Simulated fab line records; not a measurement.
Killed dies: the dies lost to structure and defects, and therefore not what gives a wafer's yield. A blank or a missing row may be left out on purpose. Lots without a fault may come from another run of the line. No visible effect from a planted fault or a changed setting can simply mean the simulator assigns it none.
Split-lot experiment -- flow n5Finfet -- 21 wafers read across 7 lots, on a route 1938 steps long

== ABOUT THE SPLIT ==
At N5_WELL_APT_COAT_02 (resist thk 950 nm), the setting spinRpm was moved away from the recipe's 1357 rpm on 9 of the 21 wafers read, by -10.4% to +10.4%. For the rest of the wafers, this setting stayed at what the recipe calls for.

The split's own step is where the reading is taken.

== THE READING ==
coat_of_WELL_APT_COAT_02.thkNm (the simulator's own value, which no gauge read), in nm, at N5_WELL_APT_COAT_02 (resist thk 950 nm). No usual value for it is given in the file. The 12 wafers here that ran the recipe average 950.5 nm, standard deviation 1.7 nm.

wafer,"tool, chamber at the split","spinRpm as run, rpm",against the recipe,"coat_of_WELL_APT_COAT_02.thkNm, nm",against lot-mates on the recipe
L074.2,"lithoTrack-05, 0",1468,+8.2%,913.8,-35.9
L074.3,"lithoTrack-05, 0",1357,recipe,949.7,-
L074.5,"lithoTrack-05, 0",1468,+8.2%,914.7,-35.0
L078.3,"lithoTrack-05, 0",1357,recipe,951.7,-
L078.5,"lithoTrack-05, 0",1413,+4.1%,932.7,-18.8
L078.6,"lithoTrack-05, 0",1357,recipe,951.3,-
L082.3,"lithoTrack-03, 0",1357,recipe,949.1,-
L082.5,"lithoTrack-03, 0",1216,-10.4%,1002,+52.9
L082.6,"lithoTrack-03, 0",1216,-10.4%,1002,+52.9
L085.1,"lithoTrack-01, 0",1397,+2.9%,936.7,-15.1
L085.2,"lithoTrack-01, 0",1397,+2.9%,936,-15.8
L085.6,"lithoTrack-01, 0",1357,recipe,951.8,-
L090.2,"lithoTrack-03, 0",1357,recipe,950.4,-
L090.4,"lithoTrack-03, 0",1357,recipe,949.8,-
L090.5,"lithoTrack-03, 0",1357,recipe,947.9,-
L091.2,"lithoTrack-03, 0",1498,+10.4%,904,-50.5
L091.3,"lithoTrack-03, 0",1498,+10.4%,903.4,-51.1
L091.5,"lithoTrack-03, 0",1357,recipe,954.5,-
L094.3,"lithoTrack-05, 0",1357,recipe,948.1,-
L094.4,"lithoTrack-05, 0",1357,recipe,951,-
L094.5,"lithoTrack-05, 0",1357,recipe,951.2,-

THE FIT
A straight line over all 21 wafers: coat_of_WELL_APT_COAT_02.thkNm changes by -4.69 nm for each +1% of spinRpm; r = -1.00; the points scatter about the line by 1.8 nm.
The same after taking each lot's own level away (the mean of its wafers on the recipe; 21 wafers): -4.86 nm for each +1%; r = -1.00; scatter 1.7 nm.
On that fit, the largest move of spinRpm shifts the reading by 51 nm.
From 949.10 to 954.50 nm: that is the span of the lots' own levels, equal to 3.1 times the standard deviation above.
So the lot-to-lot level changes the slope little: the two slopes agree.
Check: for one of the wafers moved furthest among these (-10.4%), held out of the fit, the line's prediction against its lot-mates is +50.4 nm. Against them it came out at +52.9 nm.

== THE FILE'S OWN FIT ==
coat_of_WELL_APT_COAT_02.thkNm changes by -4.82 nm for each +1% of spinRpm, r = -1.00.
